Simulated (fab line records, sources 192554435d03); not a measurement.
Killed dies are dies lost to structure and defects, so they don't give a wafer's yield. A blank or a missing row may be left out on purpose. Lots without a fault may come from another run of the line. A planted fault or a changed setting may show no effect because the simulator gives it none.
fab line records | flow n5_finfet
record lots=14 wafers=41 last_day=19
route steps=1938 shown MIM_TOP_LITHO@1848 MIM_BOT_LITHO@1860 MIM_BOT_ETCH@1867 PASS1_CAP@1873
lots that met no fault: from a run of the same line without faults
start_h: hours from the record's first day to the start of the lot's first wafer shown | wait_h: hours since the lot's step before | " the same as in the row above | L1.1+2: a row that stands for several wafers | - no value, or no start given | * or withheld: withheld | < > ~ a bound
route shown NAME@n: a module of which the file shows steps, and the number in the route of the first | usual: mean/standard deviation of fault-free wafers | same: alike in all rows | chamber/n: place in a boat | sites: the reading at each site | _std_site: their standard deviation | _edge_site: outer sites' mean less inner sites' | radius_mm: how far each site lies from the wafer's centre | mask NAME#n: copy n | behind: the tool/chamber that last shaped the wafer | hold: why the lot was held/for how many hours/how that ended | device: the transistor (n, p or np) that didn't switch | end of line: the same wafers' tests at the end of the route | a step without rows: its recipe alone | killed: dies lost to structure and defects at the first sort, not the wafer's yield | map: a wafer's dies, x killed, . not, _ none there
set.NAME: the setting as run; set.NAME@STEP: as run at that earlier step | model.NAME: the simulator's own value behind a step, which no gauge read
steps of the route over a sample of lots; a table a step, a row a wafer
services: from which hour (start_h, from the record's first day; less than 0 if before it) a tool's chamber was out of use, for how many hours, and why
## steps
# step N5_MIM_TOP_LITHO_OVL_MEAS_11
# recipe points_per_wafer=44
# usual MIM_TOP_OVL=-4/5.9
# columns lot.wafer tool chamber start_h wait_h MIM_TOP_OVL[nm]
L635.3 overlay-01 0 307.97 0.0 -1
L635.4 " 0 " " 0
L635.5 " 0 " " 5
L637.1 overlay-02 0 330.30 0.0 -9
L637.3 " 0 " " -5
L637.5 " 0 " " -7
L636.3 overlay-02 0 341.75 0.0 -5
L636.4 " 0 " " -5
L636.5 " 0 " " -2
L634.1 overlay-02 0 345.93 0.0 2
L634.4 " 0 " " -15
L634.5 " 0 " " 1
L640.2 overlay-01 0 350.07 0.0 -5
L640.3 " 0 " " -10
L640.5 " 0 " " -16
L645.2 overlay-01 0 372.12 0.0 -3
L645.3 " 0 " " -2
L645.4 " 0 " " -6
L643.2 overlay-01 0 378.50 0.0 5
L643.4 " 0 " " -3
L646.3 overlay-02 0 379.68 0.0 5
L646.4 " 0 " " -15
L646.5 " 0 " " -1
L647.3 overlay-01 0 399.30 0.0 0
L647.5 " 0 " " -1
L647.6 " 0 " " 1
L648.1 overlay-02 0 400.09 0.0 0
L648.3 " 0 " " -4
L648.4 " 0 " " 0
L649.1 overlay-01 0 412.58 0.0 0
L649.2 " 0 " " 7
L649.6 " 0 " " 10
L652.3 overlay-01 0 420.45 0.0 -9
L652.5 " 0 " " -8
L652.6 " 0 " " 1
L654.1 overlay-02 0 450.48 0.0 -9
L654.2 " 0 " " -5
L654.3 " 0 " " -9
L655.1 overlay-01 0 450.85 0.0 -10
L655.2 " 0 " " -6
L655.4 " 0 " " -8
# step N5_MIM_BOT_LITHO_DEVELOP_07
# recipe develop_time_s=60 rinse_liquid=diw dry=air_spin dev_temp_c=21
# usual chill_plate_temp_C=22.99/0.094 develop_time_s=60/0
# columns lot.wafer tool chamber start_h wait_h chill_plate_temp_C develop_time_s
L635.3 litho_track-05 0 308.93 - 22.88 60
L635.4 " 0 " " 22.97 60
L635.5 " 0 " " 22.98 60
L637.1 litho_track-04 0 330.92 - 23.07 60
L637.3 " 0 " " 23.09 60
L637.5 " 0 " " 23.04 60
L636.3 litho_track-05 0 342.37 - 23.09 60
L636.4 " 0 " " 23.09 60
L636.5 " 0 " " 23.10 60
L634.1 litho_track-04 - 346.90 - - -
L634.4 " - " " - -
L634.5 " - " " - -
L640.2 litho_track-04 - 350.82 - - -
L640.3 " - " " - -
L640.5 " - " " - -
L645.2 litho_track-04 0 372.89 - 23.10 60
L645.3 " 0 " " 22.97 60
L645.4 " 0 " " 22.93 60
L643.2 litho_track-02 0 379.15 - 23.04 60
L643.4 " 0 " " 22.98 60
L646.3 litho_track-02 0 380.84 - 22.93 60
L646.4 " 0 " " 23.05 60
L646.5 " 0 " " 23.02 60
L647.3 litho_track-04 0 400.00 - 22.91 60
L647.5 " 0 " " 22.97 60
L647.6 " 0 " " 22.90 60
L648.1 litho_track-02 0 400.80 - 22.88 60
L648.3 " 0 " " 22.89 60
L648.4 " 0 " " 22.90 60
L649.1 litho_track-02 0 413.93 - 23.06 60
L649.2 " 0 " " 23.20 60
L649.6 " 0 " " 23.04 60
L652.3 litho_track-04 0 421.16 - 22.84 60
L652.5 " 0 " " 23.03 60
L652.6 " 0 " " 23.05 60
L654.1 litho_track-02 0 451.15 - 22.97 60
L654.2 " 0 " " 22.86 60
L654.3 " 0 " " 22.81 60
L655.1 litho_track-05 0 451.75 - 23.11 60
L655.2 " 0 " " 23.01 60
L655.4 " 0 " " 23.03 60
# step N5_MIM_BOT_ETCH_ETCH_03
# recipe chemistry=Cl2/BCl3 target_depth_a=120 pressure_mtorr=8 icp_w=800 bias_w=100 Cl2_flow_sccm=20 bcl3_flow_sccm=80
# usual bcl3_flow_sccm=80.00/0.27 chamber_pressure_mTorr=8.000/0.0074 drypump_motor_current_A=5.5/0.58 oes_product_au=0.84/0.07 throttle_valve_pct=27.49/0.27
# columns lot.wafer tool chamber start_h wait_h bcl3_flow_sccm chamber_pressure_mTorr drypump_motor_current_A oes_product_au rf_hours_counter_h throttle_valve_pct
L635.3 rie_metal-03 0 309.35 0.1 79.95 8.001 5.1 0.79 - 27.86
L635.4 " 0 " " 80.08 8.002 5.1 0.79 - 27.89
L635.5 " 0 " " 79.92 8.007 5.1 0.79 - 27.88
L637.1 rie_metal-03 1 331.29 0.1 80.00 8.007 6.0 1.00 1 27.26
L637.3 " 1 " " 79.71 7.994 6.0 0.99 - 27.26
L637.5 " 0 " " 80.09 8.000 5.1 0.78 - 27.87
L636.3 rie_metal-03 1 342.79 0.1 79.99 7.990 6.1 0.97 - 27.26
L636.4 " 1 " " 79.93 8.008 6.1 0.97 - 27.27
L636.5 " 1 " " 79.77 8.003 6.0 0.96 - 27.26
L645.2 rie_metal-01 1 373.25 0.1 80.28 7.996 5.7 0.75 42 27.22
L645.3 " 0 " " 79.84 7.996 5.0 0.81 - 27.40
L645.4 " 1 " " 80.33 7.998 5.6 0.75 - 27.23
L643.2 rie_metal-02 0 379.51 0.1 79.94 7.999 4.8 0.89 11 27.28
L643.4 " 0 " " 79.87 8.000 4.8 0.88 - 27.26
L646.3 rie_metal-03 1 381.22 0.1 80.13 8.001 6.0 0.92 - 27.26
L646.4 " 0 " " 80.09 8.008 5.2 0.77 - 27.89
L646.5 " 0 " " 80.05 8.009 5.1 0.77 - 27.89
L647.3 rie_metal-01 0 400.40 0.1 80.20 8.001 5.0 0.81 - 27.42
L647.5 " 1 " " 79.53 8.000 5.6 0.75 - 27.26
L647.6 " 0 " " 80.19 7.991 5.0 0.80 - 27.42
L648.1 rie_metal-03 0 401.16 0.1 79.78 8.008 5.2 0.77 54 27.89
L648.3 " 1 " " 79.72 7.995 6.0 0.91 - 27.26
L648.4 " 0 " " 79.74 8.001 5.2 0.76 - 27.89
L649.1 rie_metal-02 1 414.36 0.1 80.50 7.999 6.4 0.81 38 27.74
L649.2 " 0 " " 80.04 8.001 4.8 0.87 12 27.27
L649.6 " 0 " " 79.96 8.010 4.9 0.87 - 27.27
L652.3 rie_metal-02 0 421.82 0.1 80.29 8.009 4.9 0.87 - 27.25
L652.5 " 0 " " 80.17 8.006 4.9 0.87 - 27.28
L652.6 " 1 " " 80.07 7.988 6.4 0.80 - 27.74
L654.1 rie_metal-03 1 451.50 0.1 80.46 7.996 6.0 0.88 14 27.28
L654.2 " 0 " " 80.02 8.009 5.1 0.75 59 27.91
L654.3 " 1 " " 80.01 7.993 6.0 0.88 - 27.29
L655.1 rie_metal-02 0 452.11 0.1 79.95 7.989 4.9 0.86 15 27.28
L655.2 " 1 " " 79.96 7.986 6.3 0.80 41 27.74
L655.4 " 1 " " 80.03 7.986 6.3 0.80 - 27.74
# step N5_PASSIVATION_PECVD_55
# recipe material=SiO2 target_thk_a=4000 temp_c=400 precursor=SiH4/N2O pressure_torr=2.7 rf_w=608 time_s=22.5
# usual heater_power_w=673/94 showerhead_plenum_p_Torr=8.12/0.14 throttle_valve_pct=51.2/2.3
# columns lot.wafer tool chamber start_h wait_h heater_power_w showerhead_plenum_p_Torr throttle_valve_pct
L635.3 pecvd-02 2 310.23 0.0 719 7.92 52.6
L635.4 " 2 " " 754 7.90 52.6
L635.5 " 1 " " 645 8.29 51.3
L637.1 pecvd-04 2 332.04 0.0 621 8.07 48.4
L637.3 " 0 " " 540 8.18 54.0
L637.5 " 0 " " 555 8.17 54.4
L636.3 pecvd-02 1 343.75 0.0 681 8.28 51.0
L636.4 " 0 " " 796 8.25 53.6
L636.5 " 1 " " 687 8.30 51.0
L645.2 pecvd-02 1 374.02 0.0 674 8.29 51.4
L645.3 " 2 " " 835 7.91 53.0
L645.4 " 1 " " 687 8.27 51.4
L643.2 pecvd-01 1 380.39 0.0 612 7.92 48.6
L643.4 " 0 " " 654 8.17 54.9
L646.3 pecvd-01 1 381.93 0.0 720 7.93 48.6
L646.4 " 0 " " 729 8.18 55.0
L646.5 " 2 " " 579 8.03 50.6
L647.3 pecvd-02 0 401.12 0.0 712 8.26 53.7
L647.5 " 0 " " 746 8.24 54.0
L647.6 " 2 " " 737 7.90 53.1
L648.1 pecvd-04 2 401.93 0.0 626 8.10 49.0
L648.3 " 0 " " 514 8.14 47.9
L648.4 " 2 " " 637 8.11 48.9
L649.1 pecvd-02 0 415.14 0.0 755 8.25 53.7
L649.2 " 2 " " 869 7.91 52.9
L649.6 " 0 " " 803 8.23 54.0
L652.3 pecvd-04 2 422.59 0.0 571 8.10 48.9
L652.5 " 2 " " 585 8.13 48.9
L652.6 " 0 " " 468 8.17 48.3
L654.1 pecvd-04 2 452.24 0.0 622 8.11 49.4
L654.2 " 0 " " 428 8.19 48.3
L654.3 " 1 " " 618 8.23 49.2
L655.1 pecvd-01 0 452.84 0.0 681 8.18 55.4
L655.2 " 1 " " 703 7.93 48.4
L655.4 " 2 " " 629 8.06 51.0
## services
# columns tool chamber start_h hours kind
pecvd-01 2 284.94 19.7 repair
pecvd-04 - 296.71 4.4 repair
rie_metal-03 1 307.94 - clean
rie_metal-03 1 307.94 13.2 scheduled_down
rie_metal-03 1 307.94 13.2 vent_cycle
pecvd-02 1 314.06 5.5 scheduled_down
rie_metal-02 - 325.49 1.1 repair
pecvd-04 0 336.82 - clean
pecvd-04 0 336.82 29.5 scheduled_down
pecvd-04 0 336.82 29.5 vent_cycle
rie_metal-01 1 339.18 17.2 repair
rie_metal-03 0 339.98 5.8 repair
pecvd-02 0 355.07 39.7 repair
pecvd-02 1 366.88 2.1 scheduled_down
rie_metal-01 1 374.88 1.7 repair
rie_metal-02 0 383.10 15.2 repair
pecvd-02 1 394.72 - clean
pecvd-02 1 394.72 - consumable_replace:showerhead
pecvd-02 1 394.72 29.0 scheduled_down
pecvd-02 1 394.72 29.0 vent_cycle
pecvd-01 1 398.76 2.1 scheduled_down
rie_metal-02 0 408.68 5.2 repair
## key
first_sign step=N5_MIM_BOT_LITHO_DEVELOP_07 reading=tool_record direction=missing
effect none on later readings
met_at N5_MIM_BOT_LITHO_DEVELOP_07
struck_lots L634,L640
later_rows_left_out L634.1,L634.4,L634.5,L640.2,L640.3,L640.5
sort_left_out L634.1,L634.4,L634.5,L640.2,L640.3,L640.5
not_acting_at N5_MIM_TOP_LITHO_OVL_MEAS_11,N5_MIM_BOT_ETCH_ETCH_03,N5_PASSIVATION_PECVD_55
onset_between 330.92 346.90
fault kind=skipped_step_whole tool=litho_track-04 chamber=- onset_h=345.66 steps=N5_MIM_BOT_LITHO_DEVELOP_07 scope=struck_lots_only
# sort_left_out: the simulated sort isn't trusted on such a fault, so these wafers' sort isn't shown, and their yield isn't known
# later_rows_left_out: the simulator's readings of these wafers behind a module that went badly wrong aren't trusted and aren't shown, but for the sort
